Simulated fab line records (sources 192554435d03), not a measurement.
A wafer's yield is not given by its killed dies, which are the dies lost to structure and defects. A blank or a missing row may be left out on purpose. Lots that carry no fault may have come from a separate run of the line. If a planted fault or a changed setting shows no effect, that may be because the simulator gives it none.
Which tool was responsible? | flow n5 finfet | Sampling: 9 lots, 27 wafers, 5 of 1938 route steps

WHAT THE GAUGES READ, wafer by wafer
N5_FIN_SAQP_OCD_MEAS_76. Usual: trench depth nm reads 119 nm (standard deviation 3.2).
lot  | measured    | on     | trench depth nm (nm) | flag
L565 | day 2 04:22 | ocd-02 | 118 115 118          |
L567 | day 2 15:40 | ocd-01 | 126 123 121          |
L574 | day 4 09:17 | ocd-02 | 122 120 115          |
L577 | day 5 04:26 | ocd-02 | 118 119 112          |
L581 | day 6 02:07 | ocd-01 | 118 118 119          |
L582 | day 6 09:01 | ocd-01 | 121 122 124          |
L583 | day 6 15:04 | ocd-02 | 115 116 119          |
L587 | day 7 15:15 | ocd-01 | 117 120 118          |
L588 | day 7 21:29 | ocd-02 | 120 120 116          |

N5_BEOL_M4_RC_MEAS_101. Usual: DIBL_N 36.7 mV/V, standard deviation 2.4; DIBL_P 37.4 mV/V, standard deviation 2.9; IOFF_N 0.18 nA/um, standard deviation 0.05; IOFF_P 0.23 nA/um, standard deviation 0.058; ION_N 683 uA/um, standard deviation 16; ION_P 467 uA/um, standard deviation 11; SS_N 71.7 mV/dec, standard deviation 0.77; SS_P 73.5 mV/dec, standard deviation 0.87; VT_N 249 mV, standard deviation 4.3; VT_P -250 mV, standard deviation 4.4.
lot  | measured     | on        | DIBL_N (mV/V)  | DIBL_P (mV/V)  | IOFF_N (nA/um) | IOFF_P (nA/um) | ION_N (uA/um) | ION_P (uA/um) | SS_N (mV/dec)  | SS_P (mV/dec)  | VT_N (mV)   | VT_P (mV)      | flag
L565 | day 7 13:15  | prober-01 | 38.7 35.2 33.1 | 41.7 37.8 33.2 | 0.22 0.16 0.11 | 0.29 0.22 0.14 | 691 671 657   | 467 461 456   | 72.6 71.3 71.1 | 75.5 73.5 72.6 | 244 251 254 | -248 -251 -257 |
L567 | day 8 05:15  | prober-01 | 40.3 39.0 38.0 | 40.8 38.0 38.5 | 0.21 0.17 0.17 | 0.26 0.21 0.23 | 705 685 665   | 477 461 456   | 72.5 72.2 71.6 | 74.6 73.5 73.4 | 248 250 250 | -248 -254 -252 |
L574 | day 10 00:06 | prober-01 | 38.4 38.5 37.4 | 38.5 38.8 36.5 | 0.19 0.21 0.18 | 0.28 0.29 0.26 | 692 703 680   | 482 484 470   | 72.2 72.1 72.1 | 74.2 73.7 73.5 | 249 245 245 | -246 -246 -246 |
L577 | day 10 19:13 | prober-02 | 34.1 34.8 35.5 | 33.5 34.8 36.5 | 0.12 0.13 0.16 | 0.18 0.19 0.23 | 677 684 711   | 468 477 484   | 69.9 71.2 70.5 | 72.7 73.0 73.3 | 252 252 246 | -252 -249 -246 |
L581 | day 11 19:21 | prober-01 | 39.2 36.9 36.5 | 41.4 37.3 37.2 | 0.21 0.16 0.14 | 0.29 0.22 0.20 | 693 668 665   | 474 459 456   | 72.1 71.3 71.3 | 74.3 72.6 73.1 | 249 250 253 | -245 -251 -253 |
L582 | day 11 20:03 | prober-02 | 34.8 32.5 34.2 | 37.0 34.5 36.5 | 0.14 0.11 0.13 | 0.21 0.17 0.19 | 662 665 658   | 461 463 460   | 71.4 70.2 70.7 | 73.7 72.6 73.0 | 254 258 255 | -249 -253 -252 |
L583 | day 12 02:56 | prober-01 | 33.5 38.5 38.0 | 32.2 38.8 37.9 | 0.11 0.20 0.20 | 0.16 0.25 0.25 | 670 689 702   | 464 472 474   | 71.7 72.1 72.0 | 72.3 74.1 74.1 | 256 247 247 | -255 -249 -248 |
L587 | day 13 16:04 | prober-02 | 37.8 34.3 33.2 | 37.7 34.0 33.0 | 0.18 0.11 0.10 | 0.20 0.15 0.14 | 684 670 668   | 457 468 462   | 71.9 71.0 70.1 | 74.1 72.7 72.2 | 248 254 257 | -254 -258 -260 |
L588 | day 13 12:54 | prober-02 | 36.6 37.9 37.5 | 38.0 38.7 39.5 | 0.18 0.18 0.22 | 0.20 0.21 0.24 | 698 673 697   | 473 456 466   | 71.7 71.9 72.2 | 73.0 73.6 73.6 | 247 249 243 | -252 -252 -249 |

WHAT TOOL EACH LOT RAN ON (gives the tool, then ch and the chambers of the sampled wafers, and finally the start)
lot  | N5_FIN_SAQP_MANDREL2_REMOVE_60  | N5_FIN_SAQP_FIN_ETCH_36         | N5_FIN_CUT_STRIP_24
L565 | rie si-02 ch 1,2,3, day 2 03:41 | rie si-05 ch 0,2,3, day 2 04:08 | rie diel-02 ch 0,2,3, day 2 05:52
L567 | rie si-05 ch 0,2,3, day 2 14:51 | rie si-01 ch 0,1,3, day 2 15:26 | rie diel-02 ch 0,2,3, day 2 16:40
L574 | rie si-01 ch 1,3, day 4 08:37   | rie si-05 ch 0,2,3, day 4 09:04 | rie diel-06 ch 0,2,3, day 4 10:10
L577 | rie si-02 ch 0,3, day 5 03:37   | rie si-05 ch 0,2,3, day 5 04:13 | rie diel-05 ch 2,3, day 5 06:05
L581 | rie si-05 ch 0,2,3, day 6 01:26 | rie si-02 ch 0,3, day 6 01:53   | rie diel-02 ch 1,2,3, day 6 02:59
L582 | rie si-02 ch 0,2, day 6 08:12   | rie si-01 ch 1,2,3, day 6 08:47 | rie diel-05 ch 2,3, day 6 09:58
L583 | rie si-05 ch 0,1,3, day 6 14:24 | rie si-02 ch 0,1,2, day 6 14:50 | rie diel-05 ch 0,1,3, day 6 16:08
L587 | rie si-02 ch 0,2,3, day 7 14:35 | rie si-05 ch 1,3, day 7 15:02   | rie diel-05 ch 0,1,2, day 7 16:08
L588 | rie si-01 ch 0,1,3, day 7 20:49 | rie si-05 ch 1,2,3, day 7 21:16 | rie diel-06 ch 0,2,3, day 7 22:23
- N5_FIN_SAQP_MANDREL2_REMOVE_60: chemistry HBr/Cl2/O2, target a-Si, stops on SiNx, bt time 10 s.
- N5_FIN_SAQP_FIN_ETCH_36: etches the open film in HBr/Cl2/O2, target depth 120 nm, time 50.4 s.
- N5_FIN_CUT_STRIP_24: strips in CF4.

WHAT THE TOOLS THEMSELVES READ (means of the sampled wafers that have a number; where no wafer has one, the mark that the record gives instead)
N5_FIN_SAQP_MANDREL2_REMOVE_60. Usual: chamber pressure mTorr 10.001 mTorr, standard deviation 0.0087; drypump motor current A 5.9 A, standard deviation 0.47; oes product au 1.002 a.u., standard deviation 0.021; throttle valve pct 36.9 %, standard deviation 0.34.
lot  | tool      | chamber pressure mTorr (mTorr) | drypump motor current A (A) | oes product au (a.u.) | throttle valve pct (%) | flag
L565 | rie si-02 | 10.005                         | 6.0                         | 0.993                 | 36.7                   |
L567 | rie si-05 | 10.005                         | 5.7                         | 0.982                 | 37.2                   |
L574 | rie si-01 | 10.002                         | 6.0                         | 1.009                 | 36.5                   |
L577 | rie si-02 | 9.999                          | 6.2                         | 1.012                 | 37.0                   |
L581 | rie si-05 | 10.003                         | 5.7                         | 0.995                 | 37.2                   |
L582 | rie si-02 | 10.005                         | 6.1                         | 1.003                 | 36.6                   |
L583 | rie si-05 | 9.995                          | 5.9                         | 1.001                 | 37.1                   |
L587 | rie si-02 | 9.999                          | 6.1                         | 1.012                 | 36.8                   |
L588 | rie si-01 | 10.015                         | 5.9                         | 1.001                 | 36.6                   |

N5_FIN_SAQP_FIN_ETCH_36. Usual: chamber pressure mTorr 10.000 mTorr, standard deviation 0.0085; drypump motor current A 5.8 A, standard deviation 0.51; oes product au 0.996 a.u., standard deviation 0.027; throttle valve pct 36.2 %, standard deviation 0.36.
lot  | tool      | chamber pressure mTorr (mTorr) | drypump motor current A (A) | oes product au (a.u.) | throttle valve pct (%) | flag
L565 | rie si-05 | 9.997                          | 5.7                         | 0.974                 | 36.5                   |
L567 | rie si-01 | 10.004                         | 5.9                         | 1.018                 | 35.9                   |
L574 | rie si-05 | 10.002                         | 5.7                         | 0.992                 | 36.5                   |
L577 | rie si-05 | 10.005                         | 5.7                         | 0.974                 | 36.5                   |
L581 | rie si-02 | 10.002                         | 6.1                         | 1.007                 | 36.3                   |
L582 | rie si-01 | 9.994                          | 5.7                         | 1.019                 | 35.9                   |
L583 | rie si-02 | 10.001                         | 6.2                         | 0.984                 | 36.1                   |
L587 | rie si-05 | 10.006                         | 6.1                         | 0.976                 | 36.7                   |
L588 | rie si-05 | 10.005                         | 5.6                         | 0.979                 | 36.5                   |

N5_FIN_CUT_STRIP_24. Usual: bias power w 74.99 W, standard deviation 0.25; cf4 flow sccm 150.0 sccm, standard deviation 0.44; chamber pressure mTorr 50.00 mTorr, standard deviation 0.047; drypump motor current A 5.5 A, standard deviation 0.43; oes product au 0.80 a.u., standard deviation 0.073; rf vpp V 271.5 V, standard deviation 1.6; showerhead plenum p Torr 1.80 Torr, standard deviation 0.059; throttle valve pct 13.44 %, standard deviation 0.17.
lot  | tool        | bias power w (W) | cf4 flow sccm (sccm) | chamber pressure mTorr (mTorr) | drypump motor current A (A) | oes product au (a.u.) | rf vpp V (V) | showerhead plenum p Torr (Torr) | throttle valve pct (%) | flag
L565 | rie diel-02 | 75.23            | 150.1                | 50.02                          | 5.5                         | 0.77                  | 271.4        | 1.81                            | 13.46                  |
L567 | rie diel-02 | 75.18            | 150.3                | 49.97                          | 5.5                         | 0.77                  | 272.4        | 1.80                            | 13.47                  |
L574 | rie diel-06 | 74.85            | 150.1                | 50.00                          | 5.6                         | 0.77                  | 271.0        | 1.80                            | 13.46                  |
L577 | rie diel-05 | 74.90            | 150.2                | 50.01                          | 5.2                         | 0.88                  | 271.9        | 1.83                            | 13.25                  |
L581 | rie diel-02 | -                | -                    | -                              | -                           | -                     | -            | -                               | -                      | OFF
L582 | rie diel-05 | -                | -                    | -                              | -                           | -                     | -            | -                               | -                      | OFF
L583 | rie diel-05 | -                | -                    | -                              | -                           | -                     | -            | -                               | -                      | OFF
L587 | rie diel-05 | 74.98            | 150.1                | 49.98                          | 5.6                         | 0.85                  | 273.3        | 1.83                            | 13.36                  |
L588 | rie diel-06 | 74.90            | 150.3                | 50.02                          | 5.6                         | 0.85                  | 271.1        | 1.80                            | 13.34                  |

THE ANSWER, worked out from the rows above alone
Rule: take the mean of a lot's wafers that have a number; if it is more than 3 standard deviations from the usual mean, the lot is off. A lot without any number at a reading at which 4 lots or more have one is off too. The other lots that the step has rows for count as sound. Order of review: gauges by route order, followed by the tools' own readings, for which a lot's mean as printed above is used. The first step at which some lot is off is used, and at that step the reading that is off furthest; a lot without a number counts as furthest.
Off: L581, L582, L583, at N5_FIN_CUT_STRIP_24 (bias power w). Without a number there: L581, L582, L583.
If a tool, at that step or one of the process steps before it, ran each lot that is off and ran no sound lot following the first of them, it fits. None of those tried fits.

WHAT WAS PUT IN BY THE SIMULATOR
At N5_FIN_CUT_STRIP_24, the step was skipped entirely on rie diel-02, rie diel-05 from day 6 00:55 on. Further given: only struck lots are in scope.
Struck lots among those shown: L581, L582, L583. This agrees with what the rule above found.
